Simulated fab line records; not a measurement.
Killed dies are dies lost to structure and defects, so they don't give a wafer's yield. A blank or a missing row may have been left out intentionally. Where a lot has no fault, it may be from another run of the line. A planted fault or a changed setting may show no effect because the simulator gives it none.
Split-lot experiment    flow n5Finfet    39 wafers read from 7 lots, route of 1938 steps

THE SPLIT ITSELF
At N5_SD_EPI_P_EPI_21 (deposits SiGe:B, time 355 s), the setting epiGrowthTimeS was moved away from the recipe's 355 s on 12 of the 39 wafers read, by +3.2% to +11.2%. All remaining wafers had this setting at the recipe value.

FROM THE SPLIT TO THE READING: what the file shows between them, 7 steps
- N5_SD_EPI_P_HM_STRIP_48: strips SiNx in H3PO4, material SiNx, target depth 3 nm
- N5_SD_EPI_P_SRD_49: time 30 s
- N5_SD_EPI_P_PRECLEAN_24: cleans in O3/DIW, time 45 s
- N5_SD_EPI_P_PRECLEAN_32: cleans in dHF, time 10 s
- N5_SD_EPI_P_PRECLEAN_33: cleans in SC2, time 45 s
- N5_SD_ACTIVATION_RTA_00: time 0 s
- N5_SD_ACTIVATION_LSA_01: time 0.0008 s

THE READING
RS_SD_P (ohm/sq), read at N5_SD_ACTIVATION_RS_MEAS_03 with a four-point probe. A value of 56.1 ohm/sq with a standard deviation of 0.82 ohm/sq is what fault-free wafers of this fab line usually give.

wafer   tool, chamber at the split  epiGrowthTimeS as run, s  against the recipe  RS_SD_P, ohm/sq  against lot-mates on the recipe
L075.1  epiRpcvd-04, 0              355                       recipe              56.2             -
L075.2  epiRpcvd-04, 0              355                       recipe              57.3             -
L075.3  epiRpcvd-04, 0              355                       recipe              56.6             -
L075.4  epiRpcvd-04, 0              355                       recipe              56.1             -
L075.5  epiRpcvd-04, 0              355                       recipe              57.1             -
L075.6  epiRpcvd-04, 0              355                       recipe              57.4             -
L082.1  epiRpcvd-02, 0              394.6                     +11.2%              53.1             -3.4
L082.2  epiRpcvd-02, 0              355                       recipe              56.4             -
L082.3  epiRpcvd-02, 0              394.6                     +11.2%              53.1             -3.4
L082.4  epiRpcvd-02, 0              355                       recipe              56.5             -
L082.5  epiRpcvd-02, 0              355                       recipe              56.6             -
L082.6  epiRpcvd-02, 0              394.6                     +11.2%              53.9             -2.6
L083.1  epiRpcvd-04, 0              355                       recipe              56.1             -
L083.2  epiRpcvd-04, 0              355                       recipe              55.9             -
L083.6  epiRpcvd-04, 0              355                       recipe              55.7             -
L085.1  epiRpcvd-02, 0              374.6                     +5.5%               53.7             -1.5
L085.2  epiRpcvd-02, 0              355                       recipe              55.0             -
L085.3  epiRpcvd-02, 0              355                       recipe              55.4             -
L085.4  epiRpcvd-02, 0              355                       recipe              55.1             -
L085.5  epiRpcvd-02, 0              374.6                     +5.5%               53.3             -1.9
L085.6  epiRpcvd-02, 0              374.6                     +5.5%               53.1             -2.1
L087.1  epiRpcvd-03, 0              355                       recipe              55.5             -
L087.2  epiRpcvd-03, 0              367.9                     +3.6%               54.2             -1.0
L087.3  epiRpcvd-03, 0              355                       recipe              55.2             -
L087.4  epiRpcvd-03, 0              367.9                     +3.6%               54.2             -1.0
L087.5  epiRpcvd-03, 0              355                       recipe              54.8             -
L087.6  epiRpcvd-03, 0              367.9                     +3.6%               54.2             -1.0
L093.1  epiRpcvd-03, 0              355                       recipe              56.5             -
L093.2  epiRpcvd-03, 0              355                       recipe              55.2             -
L093.3  epiRpcvd-03, 0              355                       recipe              55.7             -
L093.4  epiRpcvd-03, 0              355                       recipe              54.5             -
L093.5  epiRpcvd-03, 0              355                       recipe              55.2             -
L093.6  epiRpcvd-03, 0              355                       recipe              54.7             -
L096.1  epiRpcvd-03, 0              355                       recipe              56.2             -
L096.2  epiRpcvd-03, 0              355                       recipe              55.5             -
L096.3  epiRpcvd-03, 0              355                       recipe              56.4             -
L096.4  epiRpcvd-03, 0              366.2                     +3.2%               55.3             -0.7
L096.5  epiRpcvd-03, 0              366.2                     +3.2%               54.6             -1.4
L096.6  epiRpcvd-03, 0              366.2                     +3.2%               55.5             -0.5

THE FIT
A straight line over all 39 wafers: RS_SD_P changes by -0.272 ohm/sq for each +1% of epiGrowthTimeS; r = -0.76; the points scatter about the line by 0.78 ohm/sq.
The same after taking each lot's own level away (the mean of its wafers on the recipe; 39 wafers): -0.287 ohm/sq for each +1%; r = -0.92; scatter 0.41 ohm/sq.
That fit puts the effect of the largest move of epiGrowthTimeS on the reading at 3.2 ohm/sq.
The span of the lots' own levels, 55.17 to 56.78 ohm/sq, comes to 2.0 times the standard deviation stated above.
So the lot-to-lot level blurs the effect unless lot-mates are compared.
Check: with one of the wafers moved furthest among these (+11.2%) left out of the fit, the line predicts -3.15 ohm/sq for it against its lot-mates. It came out at -3.4 ohm/sq against them.

OTHER SPLITS APPLIED TO THESE WAFERS
These wafers also went through other splits before the reading. Each is held against what the fit with the lots' levels taken away leaves over:
other split on the same wafers      wafers away from the commonest value  r with RS_SD_P (lot level and that fit taken away)
N5_WELL_APT_IMPLANT_32 energyKev    18                                    +0.19
N5_DUMMY_GATE_ETCH_37 sourceW       18                                    -0.02
N5_DUMMY_GATE_ETCH_31 targetDepthA  15                                    +0.11
N5_DUMMY_GATE_ETCH_32 timeS         18                                    -0.01

THE WHOLE CHAIN: every reading that the file lists as answering this split, in the file's order
step                         what it does                  reading                                                                           change (the file's fit)                r (the file's)
N5_SD_EPI_P_EPI_21           deposits SiGe:B, time 355 s   SiGe-B_of_SD_EPI_P_EPI_21.thkNm (the simulator's own value, which no gauge read)  +0.352 nm for each +1% of the setting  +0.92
N5_SD_EPI_P_PRECLEAN_24      cleans in O3/DIW, time 45 s   SiGe-B_of_SD_EPI_P_EPI_21.thkNm (the simulator's own value, which no gauge read)  +0.341 nm for each +1% of the setting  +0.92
N5_SD_ACTIVATION_RS_MEAS_03  measures by four-point-probe  RS_SD_P                                                                           -0.29 for each +1% of the setting      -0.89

FILE'S OWN FIT
RS_SD_P changes by -0.29 ohm/sq for each +1% of epiGrowthTimeS, r = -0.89.
